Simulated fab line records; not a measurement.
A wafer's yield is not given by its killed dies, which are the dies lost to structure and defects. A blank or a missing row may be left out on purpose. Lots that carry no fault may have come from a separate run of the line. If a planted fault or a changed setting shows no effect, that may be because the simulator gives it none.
Chamber matching :: flow n5_finfet :: N5_BEOL_M5_PRE_CLEAN_77 on cvd_co-02: 3 sister chambers
The step time 15 s. 6 wafers are shown with their chamber, then 12 later ones without.

EACH WAFER AND ITS CHAMBER
wafer: L088.5
chamber: 0
heater_power_w (W): 105

wafer: L093.3
chamber: 2
heater_power_w (W): 123

wafer: L093.6
chamber: 1
heater_power_w (W): 77

wafer: L094.1
chamber: 2
heater_power_w (W): 122

wafer: L094.2
chamber: 0
heater_power_w (W): 107

wafer: L094.3
chamber: 1
heater_power_w (W): 77

WAFERS WITH NO CHAMBER GIVEN
wafer: L094.4
heater_power_w (W): 106

wafer: L094.5
heater_power_w (W): 77

wafer: L094.6
heater_power_w (W): 124

wafer: L095.1
heater_power_w (W): 77

wafer: L095.3
heater_power_w (W): 105

wafer: L095.6
heater_power_w (W): 105

wafer: L096.1
heater_power_w (W): 78

wafer: L096.2
heater_power_w (W): 106

wafer: L096.3
heater_power_w (W): 122

wafer: L096.4
heater_power_w (W): 105

wafer: L096.5
heater_power_w (W): 121

wafer: L096.6
heater_power_w (W): 78

WHICH CHAMBER EACH ONE RAN IN
wafer: L094.4
from the rows above: 0
in truth: 0

wafer: L094.5
from the rows above: 1
in truth: 1

wafer: L094.6
from the rows above: 2
in truth: 2

wafer: L095.1
from the rows above: 1
in truth: 1

wafer: L095.3
from the rows above: 0
in truth: 0

wafer: L095.6
from the rows above: 0
in truth: 0

wafer: L096.1
from the rows above: 1
in truth: 1

wafer: L096.2
from the rows above: 0
in truth: 0

wafer: L096.3
from the rows above: 2
in truth: 2

wafer: L096.4
from the rows above: 0
in truth: 0

wafer: L096.5
from the rows above: 2
in truth: 2

wafer: L096.6
from the rows above: 1
in truth: 1
Correctly placed: 12 of 12. Can't be placed from these rows: 0. Placed wrongly: 0.
How it was worked out, from the rows above alone: a wafer's distance from a chamber is the root of the sum, over the readings, of the square of ((its reading less the chamber's mean) divided by the reading's scatter). The wafer belongs to the nearest chamber; if the next one is less than 2 further off, it can't be placed. For every chamber, the mean is computed from those of its wafers that are shown. The scatter: the root of (the sum of the squares of (reading less its chamber's mean) over the shown wafers, divided by (wafers less chambers)).
